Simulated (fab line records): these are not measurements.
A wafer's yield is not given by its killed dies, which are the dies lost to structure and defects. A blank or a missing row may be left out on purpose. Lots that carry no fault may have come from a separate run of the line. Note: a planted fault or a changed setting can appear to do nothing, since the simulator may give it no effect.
fab line records	flow nand-harc
record lots=24	wafers=72	last-day=33
route steps=1302 shown A_WL_FILL@968 A_CONTACT@1004
lots that met no fault: from a run of the same line without faults
start-h: the number of hours between the record's first day and the start of the first shown wafer of the lot	wait-h: time in hours since the lot's previous step	" as in the row above	L1.1+2: one row covering several wafers at once	- no value present, or no start provided	* or withheld: withheld	< > ~ a bound
route shown NAME@n: names a module that has steps shown in the file, with the first one's number in the route	usual: average and standard deviation across the fault-free wafers	same: alike in all rows	chamber/n: place in a boat	sites: per-site readings	_std_site: how widely they spread, as a standard deviation	_edge_site: outer sites' mean less inner sites'	radius-mm: how far each site lies from the wafer's centre	mask NAME#n: copy n	behind: the most recent tool/chamber to have shaped the wafer	hold: why the lot went on hold/how many hours it stayed there/how the hold came to an end	device: transistor that didn't switch, given as n, p or np	end of line: the tests these same wafers got at the end of their route	a step given without rows: its recipe and nothing more	killed: not the wafer's yield, but the dies lost to structure and defects at the first sort	map: shows each die of a wafer: x if killed, . if not, _ if none is there
set.NAME: the setting as run; set.NAME@STEP: as run at that earlier step	model.NAME: the simulator's own value behind a step, which no gauge read
one table for each step of the route and one row for each wafer, over a sample of lots
services: a tool's chamber out of use, with start hour (start-h, from the record's first day; less than 0 if before it), hours out, and reason
## steps
# step NHARC_A_WL_FILL_ETCHBACK_17
# recipe target-depth-a=40	time-s=26.7	chemistry=Cl2/BCl3
# usual drypump-motor-current-A=6.0/0.5	oes-product-au=0.992/0.012
lot.wafer	tool	chamber	start-h	wait-h	drypump-motor-current-A	oes-product-au	rf-hours-counter-h
L074.4	rie-metal-01	1	486.80	-	6.4	0.996	-
L074.3	"	0	"	"	6.8	0.978	-
L074.5	"	1	"	"	6.4	0.986	-
L075.4	rie-metal-01	1	491.68	-	6.5	0.995	-
L075.3	"	0	"	"	6.8	0.988	-
L075.6	"	0	"	"	6.8	0.988	-
L076.1	rie-metal-03	0	500.09	-	5.3	1.011	2.6
L076.2	"	1	"	"	5.7	0.981	2.6
L076.5	"	1	"	"	5.7	1.002	-
L077.2	rie-metal-03	1	512.91	-	5.7	0.986	2.6
L077.4	"	0	"	"	5.3	1.015	-
L077.3	"	1	"	"	5.7	0.986	-
L078.1	rie-metal-03	0	515.10	-	5.3	1.014	2.7
L078.3	"	0	"	"	5.3	1.024	-
L078.6	"	0	"	"	5.3	1.017	-
L080.1	rie-metal-02	1	533.59	-	5.8	0.988	1.3
L080.2	"	0	"	"	6.4	0.968	1.3
L080.4	"	0	"	"	6.4	0.966	-
L079.1	rie-metal-03	0	538.69	-	5.3	0.996	0.2
L079.3	"	1	"	"	5.7	0.996	-
L079.4	"	0	"	"	5.3	1.000	-
L081.2	rie-metal-02	1	545.76	-	5.9	0.980	1.4
L081.3	"	0	"	"	6.4	0.964	-
L081.6	"	0	"	"	6.4	0.955	-
L082.2	rie-metal-03	1	560.41	-	5.7	0.990	0.5
L082.3	"	0	"	"	5.3	0.995	-
L082.5	"	0	"	"	5.3	0.988	-
L083.3	rie-metal-01	0	560.45	-	6.8	0.997	-
L083.4	"	0	"	"	6.8	0.981	-
L083.6	"	0	"	"	6.8	0.984	-
L085.2	rie-metal-03	1	577.21	-	5.7	0.995	0.8
L085.6	"	0	"	"	5.3	1.002	-
L085.5	"	1	"	"	5.7	0.987	-
L084.2	rie-metal-02	0	577.26	-	6.4	0.972	-
L084.3	"	0	"	"	6.4	0.981	-
L084.5	"	0	"	"	6.4	0.972	-
L086.1	rie-metal-02	0	591.49	-	6.4	0.985	2.9
L086.2	"	1	"	"	5.9	0.991	1.9
L086.6	"	1	"	"	5.9	0.992	-
L087.1	rie-metal-01	0	593.76	-	6.8	1.011	0.2
L087.4	"	0	"	"	6.7	1.002	-
L087.5	"	0	"	"	6.7	1.010	-
L088.2	rie-metal-02	1	615.61	-	5.9	0.998	2.2
L088.3	"	1	"	"	5.9	0.987	-
L088.6	"	1	"	"	5.9	0.995	-
L089.4	rie-metal-03	1	615.63	-	5.7	0.986	-
L089.6	"	1	"	"	5.7	0.988	-
L089.5	"	0	"	"	5.3	0.997	-
L090.1	rie-metal-03	1	637.18	-	5.7	0.988	2.0
L090.3	"	1	"	"	5.7	0.985	-
L090.5	"	0	"	"	5.3	0.991	-
L091.1	rie-metal-02	0	640.29	-	6.4	1.006	0
L091.5	"	1	"	"	5.8	0.999	-
L091.6	"	0	"	"	6.4	0.998	-
L092.2	rie-metal-03	0	664.13	-	5.3	0.996	2.3
L092.6	"	1	"	"	5.7	0.986	-
L092.5	"	0	"	"	5.3	0.999	-
L093.1	rie-metal-02	0	667.16	-	6.4	0.997	0.3
L093.2	"	1	"	"	5.9	1.001	0.3
L093.5	"	1	"	"	5.9	1.009	-
L095.1	rie-metal-03	1	686.39	-	5.7	0.976	2.6
L095.2	"	0	"	"	5.3	0.980	2.6
L095.4	"	1	"	"	5.7	0.974	-
L094.2	rie-metal-02	1	686.41	-	5.9	0.998	0.6
L094.5	"	1	"	"	5.9	0.997	-
L094.6	"	0	"	"	6.4	0.992	-
L096.2	rie-metal-02	1	698.24	-	5.9	0.988	0.9
L096.4	"	1	"	"	5.8	1.000	-
L096.6	"	0	"	"	6.4	0.997	-
L097.3	rie-metal-01	1	701.33	-	6.4	1.002	-
L097.4	"	0	"	"	6.7	0.986	-
L097.5	"	1	"	"	6.4	1.002	-
# step NHARC_A_CONTACT_ETCH_51
# recipe target-depth-a=70000	over-etch-frac=0.3	time-s=1820	ion-energy-ev=150	o2-flow-sccm=400	cos-flow-sccm=20	ar-flow-sccm=0	rf-w=500	bias-w=300	chemistry=O2/COS
# usual drypump-motor-current-A=5.80/0.3	oes-product-au=1.001/0.014	rf-vpp-V=314.7/1.8	showerhead-plenum-p-Torr=3.16/0.11	throttle-valve-pct=28.329/0.0083
lot.wafer	tool	chamber	start-h	wait-h	drypump-motor-current-A	oes-product-au	rf-hours-counter-h	rf-vpp-V	showerhead-plenum-p-Torr	throttle-valve-pct
L074.4	rie-diel-05	1	-	-	5.98	0.989	15	313.0	3.17	28.324
L074.3	"	3	"	"	5.71	1.010	16	315.3	3.24	28.322
L074.5	"	0	"	"	5.71	1.003	-	313.4	3.14	28.342
L075.3	rie-diel-10	2	-	-	5.42	1.021	19	317.4	3.36	28.323
L075.4	"	0	"	"	5.45	1.003	24	317.4	3.33	28.315
L075.6	"	2	"	"	5.44	1.012	-	317.3	3.36	28.319
L076.1	rie-diel-05	3	-	-	5.69	1.008	18	314.7	3.24	28.330
L076.2	"	0	"	"	5.71	1.015	16	312.8	3.14	28.333
L076.5	"	1	"	"	6.00	0.980	-	316.4	3.17	28.319
L078.3	rie-diel-01	2	-	-	5.87	0.982	49	317.5	3.32	28.339
L078.1	"	1	"	"	6.11	1.001	43	313.6	3.06	28.321
L078.6	"	3	"	"	5.66	1.007	-	316.4	3.30	28.337
L077.2	rie-diel-10	3	-	-	5.90	0.987	28	315.7	3.20	28.337
L077.4	"	0	"	"	5.46	1.003	31	316.8	3.33	28.335
L077.3	"	1	"	"	5.77	1.025	24	313.5	3.12	28.317
L080.2	rie-diel-01	2	-	-	5.87	0.993	59	317.2	3.31	28.329
L080.4	"	3	"	"	5.67	0.999	60	315.9	3.29	28.339
L080.1	"	0	"	"	4.74	1.007	51	312.4	3.10	28.339
L079.1	rie-diel-05	2	-	-	6.13	1.007	24	312.6	2.98	28.322
L079.3	"	0	"	"	5.70	1.003	24	315.4	3.14	28.321
L079.4	"	1	"	"	5.99	0.976	24	314.0	3.16	28.332
L081.2	rie-diel-10	1	-	-	5.74	1.031	33	312.1	3.12	28.320
L081.3	"	3	"	"	5.95	1.000	41	315.8	3.20	28.321
L081.6	"	1	"	"	5.77	1.015	-	313.8	3.12	28.333
L082.2	rie-diel-05	3	-	-	5.71	1.010	29	316.0	3.24	28.329
L082.3	"	1	"	"	5.98	0.980	27	312.4	3.16	28.326
L082.5	"	3	"	"	5.70	1.013	-	316.8	3.24	28.335
L083.4	rie-diel-10	3	-	-	5.95	1.002	46	315.2	3.19	28.343
L083.3	"	0	"	"	5.47	1.019	46	318.2	3.32	28.329
L083.6	"	3	"	"	5.97	1.000	-	315.0	3.19	28.320
L084.2	rie-diel-01	3	-	-	5.65	1.014	11	316.6	3.29	28.318
L084.3	"	0	"	"	4.71	1.015	9	313.2	3.10	28.323
L084.5	"	2	"	"	5.88	0.990	-	316.1	3.30	28.324
L085.2	rie-diel-01	0	-	-	4.76	1.001	10	312.2	3.10	28.324
L085.6	"	1	"	"	6.11	1.012	-	312.8	3.05	28.339
L085.5	"	2	"	"	5.85	0.995	-	315.3	3.30	28.325
L086.1	rie-diel-05	1	-	-	5.97	0.979	3	317.4	3.16	28.333
L086.2	"	2	"	"	6.08	1.014	3	311.9	2.98	28.319
L086.6	"	1	"	"	5.99	0.978	-	314.9	3.16	28.334
L087.4	rie-diel-05	0	-	-	5.70	1.000	5	313.6	3.13	28.326
L087.1	"	1	"	"	5.98	0.980	5	315.2	3.16	28.322
L087.5	"	0	"	"	5.71	0.997	-	314.9	3.13	28.332
L088.3	rie-diel-05	2	-	-	6.01	1.013	8	311.8	2.97	28.344
L088.2	"	3	"	"	5.70	0.989	8	316.4	3.23	28.347
L088.6	"	1	"	"	6.00	0.967	-	315.5	3.16	28.332
L089.4	rie-diel-01	1	-	-	6.07	1.012	24	313.2	3.04	28.324
L089.6	"	1	"	"	6.04	1.010	-	312.2	3.04	28.330
L089.5	"	2	"	"	5.86	0.992	-	317.4	3.30	28.324
L090.1	rie-diel-05	1	-	-	6.01	0.974	13	314.4	3.15	28.322
L090.3	"	0	"	"	5.70	0.990	14	315.4	3.13	28.328
L090.5	"	2	"	"	6.10	0.997	-	311.6	2.97	28.333
L091.1	rie-diel-05	0	-	-	5.70	1.009	15	314.0	3.13	28.325
L091.5	"	3	"	"	5.70	0.982	-	316.1	3.23	28.328
L091.6	"	0	"	"	5.71	0.997	-	315.2	3.13	28.317
L092.2	rie-diel-05	1	-	-	6.00	0.988	19	313.8	3.15	28.325
L092.5	"	3	"	"	5.70	0.993	-	314.6	3.23	28.331
L092.6	"	0	"	"	5.70	1.001	-	313.4	3.13	28.328
L093.1	rie-diel-05	0	-	-	5.70	0.982	21	314.2	3.13	28.340
L093.2	"	1	"	"	5.98	0.988	20	314.6	3.15	28.340
L093.5	"	1	"	"	5.98	0.970	-	314.9	3.15	28.347
L094.2	rie-diel-05	1	-	-	6.00	0.992	22	315.0	3.15	28.333
L094.5	"	1	"	"	5.95	0.990	-	314.2	3.15	28.333
L094.6	"	2	"	"	6.06	1.013	-	313.0	2.97	28.322
L095.4	rie-diel-05	2	-	-	6.12	1.017	22	312.8	2.97	28.341
L095.2	"	3	"	"	5.71	0.982	23	315.9	3.22	28.347
L095.1	"	0	"	"	5.70	1.001	26	314.4	3.12	28.348
L096.2	rie-diel-01	1	-	-	6.14	1.018	49	312.2	3.03	28.340
L096.4	"	0	"	"	4.75	1.013	50	313.4	3.08	28.310
L096.6	"	2	"	"	5.83	0.992	-	315.9	3.29	28.322
L097.3	rie-diel-05	1	-	-	6.00	0.974	25	314.1	3.15	28.328
L097.4	"	2	"	"	6.12	1.005	27	313.6	2.96	28.322
L097.5	"	1	"	"	5.98	0.982	-	315.2	3.15	28.325
# step NHARC_A_CONTACT_ETCH_120
# recipe source-w=withheld	pressure-mtorr=20	bias-v=3000	time-s=190	target-depth-a=18500	ar-flow-sccm=withheld	c4f8-flow-sccm=withheld	o2-flow-sccm=withheld	chemistry=C4F8/O2/Ar
lot.wafer	tool	chamber	start-h	wait-h	rf-hours-counter-h
L074.4	har-cap-etch-03	0	502.82	0.2	-
L074.3	"	1	"	"	-
L074.5	"	0	"	"	-
L075.4	har-cap-etch-02	1	507.97	0.1	-
L075.3	"	0	"	"	-
L075.6	"	0	"	"	-
L076.2	har-cap-etch-01	1	516.88	0.1	1
L076.1	"	0	"	"	1
L076.5	"	0	"	"	-
L078.1	har-cap-etch-03	0	528.50	0.1	47
L078.3	"	1	"	"	-
L078.6	"	1	"	"	-
L077.2	har-cap-etch-01	1	528.92	0.1	5
L077.4	"	0	"	"	-
L077.3	"	1	"	"	-
L080.1	har-cap-etch-01	1	549.99	0.1	10
L080.2	"	0	"	"	10
L080.4	"	1	"	"	-
L079.1	har-cap-etch-02	0	554.21	0.1	92
L079.4	"	1	"	"	-
L079.3	"	0	"	"	-
L081.2	har-cap-etch-01	1	565.94	0.1	12
L081.3	"	0	"	"	-
L081.6	"	0	"	"	-
L082.2	har-cap-etch-01	0	577.18	0.1	14
L082.3	"	0	"	"	-
L082.5	"	1	"	"	-
L083.3	har-cap-etch-02	1	577.92	0.1	-
L083.4	"	0	"	"	-
L083.6	"	1	"	"	-
L084.2	har-cap-etch-01	1	593.75	0.1	18
L084.3	"	0	"	"	-
L084.5	"	1	"	"	-
L085.2	har-cap-etch-02	1	596.62	0.1	100
L085.6	"	0	"	"	-
L085.5	"	1	"	"	-
L086.1	har-cap-etch-02	0	608.27	0.1	102
L086.2	"	1	"	"	102
L086.6	"	0	"	"	-
L087.1	har-cap-etch-03	0	610.02	0.1	63
L087.4	"	1	"	"	-
L087.5	"	0	"	"	-
L088.2	har-cap-etch-01	1	631.00	0.1	25
L088.3	"	1	"	"	-
L088.6	"	0	"	"	-
L089.4	har-cap-etch-02	1	631.45	0.1	-
L089.6	"	0	"	"	-
L089.5	"	1	"	"	-
L090.1	har-cap-etch-01	1	652.69	0.1	29
L090.3	"	1	"	"	-
L090.5	"	1	"	"	-
L091.1	har-cap-etch-03	1	655.88	0.1	71
L091.6	"	0	"	"	-
L091.5	"	1	"	"	-
L092.2	har-cap-etch-02	0	682.22	0.1	115
L092.6	"	0	"	"	-
L092.5	"	1	"	"	-
L093.2	har-cap-etch-03	0	684.89	0.1	75
L093.1	"	1	"	"	75
L093.5	"	0	"	"	-
L094.2	har-cap-etch-03	0	701.92	0.1	77
L094.6	"	1	"	"	-
L094.5	"	0	"	"	-
L095.2	har-cap-etch-01	0	703.10	0.1	36
L095.1	"	1	"	"	36
L095.4	"	0	"	"	-
L096.2	har-cap-etch-01	1	713.86	0.1	38
L096.4	"	1	"	"	-
L096.6	"	1	"	"	-
L097.3	har-cap-etch-02	0	720.15	0.1	-
L097.4	"	1	"	"	-
L097.5	"	1	"	"	-
# step NHARC_A_CONTACT_ETCH_125
# recipe source-w=withheld	pressure-mtorr=20	bias-v=3000	time-s=197	target-depth-a=19180	ar-flow-sccm=withheld	c4f8-flow-sccm=withheld	o2-flow-sccm=withheld	chemistry=C4F8/O2/Ar
lot.wafer	tool	chamber	start-h	wait-h	rf-hours-counter-h
L074.3	har-cap-etch-03	1	513.90	0.2	-
L074.4	"	0	"	"	-
L074.5	"	0	"	"	-
L075.4	har-cap-etch-02	1	516.82	0.2	-
L075.3	"	0	"	"	-
L075.6	"	1	"	"	-
L076.1	har-cap-etch-01	1	525.46	0.2	2
L076.2	"	0	"	"	2
L076.5	"	0	"	"	-
L078.1	har-cap-etch-03	0	536.90	0.2	48
L078.3	"	1	"	"	-
L078.6	"	0	"	"	-
L077.2	har-cap-etch-01	1	538.98	0.2	6
L077.4	"	1	"	"	-
L077.3	"	0	"	"	-
L080.1	har-cap-etch-03	1	561.77	0.2	51
L080.2	"	0	"	"	51
L080.4	"	0	"	"	-
L079.1	har-cap-etch-02	0	565.62	0.2	93
L079.3	"	0	"	"	-
L079.4	"	1	"	"	-
L081.2	har-cap-etch-03	1	578.34	0.2	55
L081.3	"	1	"	"	-
L081.6	"	1	"	"	-
L082.2	har-cap-etch-01	0	585.66	0.2	15
L082.3	"	1	"	"	-
L082.5	"	0	"	"	-
L083.3	har-cap-etch-03	1	587.24	0.2	-
L083.4	"	0	"	"	-
L083.6	"	0	"	"	-
L084.2	har-cap-etch-03	0	602.20	0.2	60
L084.3	"	0	"	"	-
L084.5	"	0	"	"	-
L085.2	har-cap-etch-01	0	607.70	0.2	21
L085.5	"	0	"	"	-
L085.6	"	1	"	"	-
L086.2	har-cap-etch-02	1	621.06	0.2	105
L086.1	"	0	"	"	105
L086.6	"	0	"	"	-
L087.1	har-cap-etch-03	1	622.66	0.2	64
L087.4	"	1	"	"	-
L087.5	"	0	"	"	-
L088.2	har-cap-etch-01	1	641.62	0.2	26
L088.3	"	0	"	"	-
L088.6	"	1	"	"	-
L089.4	har-cap-etch-02	0	642.36	0.3	-
L089.6	"	0	"	"	-
L089.5	"	1	"	"	-
L090.1	har-cap-etch-01	0	662.08	0.2	30
L090.3	"	1	"	"	-
L090.5	"	1	"	"	-
L091.1	har-cap-etch-02	1	665.76	0.2	112
L091.5	"	0	"	"	-
L091.6	"	1	"	"	-
L092.2	har-cap-etch-01	0	694.16	0.2	33
L092.5	"	0	"	"	-
L092.6	"	1	"	"	-
L093.1	har-cap-etch-02	0	695.04	0.2	116
L093.2	"	1	"	"	116
L093.5	"	1	"	"	-
L094.2	har-cap-etch-02	0	710.62	0.2	119
L094.5	"	0	"	"	-
L094.6	"	1	"	"	-
L095.2	har-cap-etch-03	0	713.63	0.2	80
L095.1	"	1	"	"	80
L095.4	"	1	"	"	-
L096.2	har-cap-etch-03	0	723.26	0.2	81
L096.4	"	0	"	"	-
L096.6	"	0	"	"	-
L097.4	har-cap-etch-02	0	729.42	0.2	-
L097.3	"	1	"	"	-
L097.5	"	0	"	"	-
# step NHARC_A_CONTACT_ETCH_89
# recipe target-depth-a=2600	over-etch-frac=0.3	time-s=475.3	ion-energy-ev=200	n2-flow-sccm=150	h2-flow-sccm=150	ar-flow-sccm=0	rf-w=400	bias-w=150	chemistry=N2/H2
# usual drypump-motor-current-A=5.82/0.25	oes-product-au=0.999/0.014	rf-vpp-V=431.0/2.2	showerhead-plenum-p-Torr=2.06/0.076	throttle-valve-pct=14.172/0.0085
lot.wafer	tool	chamber	start-h	wait-h	drypump-motor-current-A	oes-product-au	rf-hours-counter-h	rf-vpp-V	showerhead-plenum-p-Torr	throttle-valve-pct
L074.3	rie-diel-05	1	-	-	5.97	0.987	18	430.1	2.07	14.189
L074.4	"	2	"	"	6.07	1.014	19	426.6	1.94	14.180
L074.5	"	0	"	"	5.72	1.004	-	431.1	2.05	14.184
L075.4	rie-diel-05	0	-	-	5.70	0.996	19	431.2	2.05	14.170
L075.3	"	1	"	"	5.98	0.978	19	432.5	2.07	14.179
L075.6	"	1	"	"	6.00	0.983	-	431.6	2.07	14.165
L076.2	rie-diel-05	0	-	-	5.69	1.011	20	431.4	2.05	14.157
L076.1	"	2	"	"	6.13	1.003	21	428.6	1.94	14.160
L076.5	"	1	"	"	5.99	0.974	-	432.1	2.07	14.174
L078.1	rie-diel-05	3	-	-	5.70	1.009	23	432.5	2.12	14.171
L078.3	"	1	"	"	5.98	0.978	23	431.2	2.07	14.173
L078.6	"	0	"	"	5.72	1.001	-	429.0	2.05	14.166
L077.2	rie-diel-05	2	-	-	6.13	1.004	23	427.8	1.94	14.169
L077.3	"	3	"	"	5.69	1.016	23	432.6	2.12	14.168
L077.4	"	0	"	"	5.71	1.006	23	430.7	2.05	14.159
L080.4	rie-diel-05	3	-	-	5.71	1.016	28	433.6	2.12	14.172
L080.2	"	0	"	"	5.73	1.011	27	431.6	2.05	14.170
L080.1	"	1	"	"	5.98	0.987	26	429.4	2.07	14.159
L079.1	rie-diel-01	0	-	-	4.77	0.999	3	431.4	2.02	14.163
L079.4	"	1	"	"	6.07	1.010	3	428.8	1.99	14.164
L079.3	"	2	"	"	5.85	0.989	5	434.6	2.17	14.165
L081.3	rie-diel-10	2	-	-	5.39	1.017	46	435.1	2.20	14.184
L081.2	"	3	"	"	5.94	0.996	51	432.0	2.09	14.193
L081.6	"	1	"	"	5.77	1.023	-	430.1	2.03	14.182
L082.2	rie-diel-05	0	-	-	5.71	0.995	0	430.7	2.05	14.183
L082.3	"	1	"	"	5.98	0.978	0	431.8	2.07	14.184
L082.5	"	0	"	"	5.71	0.997	-	430.2	2.05	14.179
L083.4	rie-diel-05	0	-	-	5.69	1.013	1	431.2	2.05	14.169
L083.3	"	2	"	"	6.14	1.026	1	427.6	1.94	14.184
L083.6	"	3	"	"	5.71	1.003	-	433.3	2.12	14.174
L084.3	rie-diel-05	2	-	-	6.06	1.023	5	428.1	1.93	14.165
L084.2	"	0	"	"	5.69	0.994	6	431.3	2.05	14.158
L084.5	"	3	"	"	5.70	0.998	-	431.9	2.12	14.163
L085.2	rie-diel-10	1	-	-	5.73	1.003	1	430.8	2.03	14.171
L085.5	"	2	"	"	5.43	0.998	-	434.2	2.20	14.176
L085.6	"	3	"	"	5.95	0.972	-	432.2	2.09	14.181
L086.1	rie-diel-10	3	-	-	5.95	0.980	4	432.2	2.09	14.175
L086.2	"	1	"	"	5.75	1.005	4	428.8	2.03	14.161
L086.6	"	2	"	"	5.42	0.996	-	434.0	2.20	14.182
L087.1	rie-diel-05	2	-	-	6.06	1.015	8	427.5	1.93	14.167
L087.4	"	1	"	"	5.99	0.971	10	430.5	2.06	14.161
L087.5	"	2	"	"	6.15	1.017	-	427.4	1.93	14.168
L088.3	rie-diel-05	0	-	-	5.70	1.000	13	428.8	2.05	14.157
L088.2	"	1	"	"	5.96	0.970	12	430.1	2.06	14.159
L088.6	"	0	"	"	5.72	1.010	-	429.8	2.05	14.150
L089.4	rie-diel-05	3	-	-	5.70	0.980	12	432.4	2.12	14.167
L089.5	"	2	"	"	6.08	1.010	-	429.3	1.93	14.161
L089.6	"	3	"	"	5.71	0.976	-	433.4	2.12	14.175
L090.3	rie-diel-05	0	-	-	5.70	0.995	18	431.6	2.04	14.179
L090.1	"	1	"	"	5.99	0.982	18	431.3	2.06	14.179
L090.5	"	3	"	"	5.71	0.987	-	431.7	2.11	14.158
L091.1	rie-diel-05	3	-	-	5.71	0.993	16	433.5	2.11	14.167
L091.6	"	0	"	"	5.69	1.001	-	431.1	2.04	14.161
L091.5	"	1	"	"	5.97	0.990	-	433.8	2.06	14.164
L092.2	rie-diel-05	2	-	-	6.03	1.019	23	426.3	1.93	14.181
L092.5	"	1	"	"	5.98	0.979	-	430.7	2.06	14.164
L092.6	"	2	"	"	6.12	1.013	-	427.1	1.93	14.173
L093.2	rie-diel-01	2	-	-	5.85	0.984	46	433.6	2.16	14.179
L093.1	"	0	"	"	4.72	0.999	48	429.0	2.01	14.168
L093.5	"	3	"	"	5.64	1.012	-	434.2	2.15	14.160
L094.2	rie-diel-05	2	-	-	6.06	1.009	27	426.5	1.93	14.174
L094.6	"	2	"	"	6.03	1.009	-	426.6	1.93	14.177
L094.5	"	3	"	"	5.71	0.994	-	432.1	2.11	14.169
L095.2	rie-diel-01	1	-	-	6.06	1.028	57	428.1	1.97	14.170
L095.1	"	2	"	"	5.86	0.991	54	433.3	2.15	14.180
L095.4	"	2	"	"	5.85	0.995	-	433.5	2.15	14.178
L096.2	rie-diel-05	2	-	-	6.08	1.005	30	427.7	1.93	14.182
L096.4	"	0	"	"	5.73	1.002	33	430.2	2.04	14.183
L096.6	"	1	"	"	5.98	0.985	-	431.0	2.06	14.164
L097.3	rie-diel-05	3	-	-	5.70	0.999	31	432.8	2.11	14.163
L097.4	"	0	"	"	5.72	1.002	34	429.3	2.04	14.172
L097.5	"	1	"	"	5.98	0.991	-	431.2	2.06	14.178
# step NHARC_A_CONTACT_ETCH_138
# recipe source-w=withheld	pressure-mtorr=20	bias-v=1200	time-s=311	target-depth-a=19140	ar-flow-sccm=withheld	c4f8-flow-sccm=withheld	o2-flow-sccm=withheld	chemistry=C4F8/O2/Ar
lot.wafer	tool	chamber	start-h	wait-h	rf-hours-counter-h
L074.4	har-cap-etch-03	0	522.14	0.2	-
L074.3	"	1	"	"	-
L074.5	"	1	"	"	-
L075.3	har-cap-etch-02	0	527.49	0.2	-
L075.4	"	1	"	"	-
L075.6	"	0	"	"	-
L076.2	har-cap-etch-02	0	533.71	0.2	89
L076.1	"	1	"	"	89
L076.5	"	1	"	"	-
L078.1	har-cap-etch-02	1	545.02	0.2	90
L078.3	"	1	"	"	-
L078.6	"	1	"	"	-
L077.2	har-cap-etch-03	0	547.68	0.2	50
L077.4	"	1	"	"	-
L077.3	"	0	"	"	-
L080.1	har-cap-etch-03	0	573.08	0.2	54
L080.2	"	1	"	"	54
L080.4	"	1	"	"	-
L079.1	har-cap-etch-03	1	577.57	0.2	55
L079.4	"	1	"	"	-
L079.3	"	0	"	"	-
L081.2	har-cap-etch-02	1	587.89	0.2	98
L081.3	"	0	"	"	-
L081.6	"	1	"	"	-
L082.2	har-cap-etch-03	1	596.20	0.2	60
L082.3	"	0	"	"	-
L082.5	"	0	"	"	-
L083.3	har-cap-etch-01	0	598.12	0.2	-
L083.4	"	1	"	"	-
L083.6	"	1	"	"	-
L084.2	har-cap-etch-02	0	610.49	0.2	104
L084.3	"	0	"	"	-
L084.5	"	0	"	"	-
L085.2	har-cap-etch-01	0	619.97	0.2	23
L085.5	"	1	"	"	-
L085.6	"	0	"	"	-
L086.2	har-cap-etch-03	0	630.84	0.2	67
L086.1	"	1	"	"	67
L086.6	"	1	"	"	-
L087.1	har-cap-etch-03	1	632.45	0.2	68
L087.4	"	1	"	"	-
L087.5	"	0	"	"	-
L088.2	har-cap-etch-03	0	649.78	0.2	70
L088.3	"	0	"	"	-
L088.6	"	1	"	"	-
L089.4	har-cap-etch-02	0	653.79	0.3	-
L089.5	"	1	"	"	-
L089.6	"	0	"	"	-
L090.1	har-cap-etch-03	1	671.40	0.2	73
L090.3	"	1	"	"	-
L090.5	"	1	"	"	-
L091.1	har-cap-etch-01	0	676.75	0.2	33
L091.6	"	0	"	"	-
L091.5	"	1	"	"	-
L092.2	har-cap-etch-02	1	703.10	0.2	118
L092.5	"	0	"	"	-
L092.6	"	1	"	"	-
L093.1	har-cap-etch-03	1	703.94	0.2	79
L093.2	"	0	"	"	79
L093.5	"	0	"	"	-
L094.2	har-cap-etch-01	1	720.55	0.2	40
L094.5	"	0	"	"	-
L094.6	"	1	"	"	-
L095.2	har-cap-etch-01	1	723.92	0.2	42
L095.1	"	0	"	"	42
L095.4	"	1	"	"	-
L096.2	har-cap-etch-01	0	731.40	0.2	43
L096.4	"	0	"	"	-
L096.6	"	0	"	"	-
L097.3	har-cap-etch-03	0	739.15	0.2	-
L097.4	"	1	"	"	-
L097.5	"	1	"	"	-
## services
tool	chamber	start-h	hours	kind
rie-diel-10	1	463.91	12.3	repair
har-cap-etch-03	-	483.25	0.6	repair
har-cap-etch-03	-	488.67	0.7	repair
har-cap-etch-01	-	497.00	17.0	pm
rie-diel-10	0	498.78	5.2	repair
rie-diel-05	2	503.05	1.7	repair
rie-metal-03	-	519.00	9.0	pm
rie-diel-10	0	539.17	2.1	repair
rie-diel-01	-	557.96	9.0	pm
rie-metal-02	1	571.41	17.5	repair
rie-diel-05	-	584.22	9.0	pm
rie-diel-10	0	593.91	3.1	repair
rie-diel-10	-	599.96	9.0	pm
rie-diel-10	3	622.77	5.5	repair
rie-metal-02	-	631.00	9.0	pm
rie-diel-01	3	636.36	2.6	repair
rie-diel-05	0	641.73	1.7	repair
rie-diel-01	3	676.46	1.4	repair
rie-diel-05	1	684.98	12.2	repair
rie-metal-03	-	696.00	9.0	pm
rie-diel-10	0	710.45	4.6	repair
rie-diel-10	0	723.49	2.4	repair
rie-diel-01	-	724.20	8.3	repair
rie-diel-01	-	734.96	9.0	pm
## key
fault none
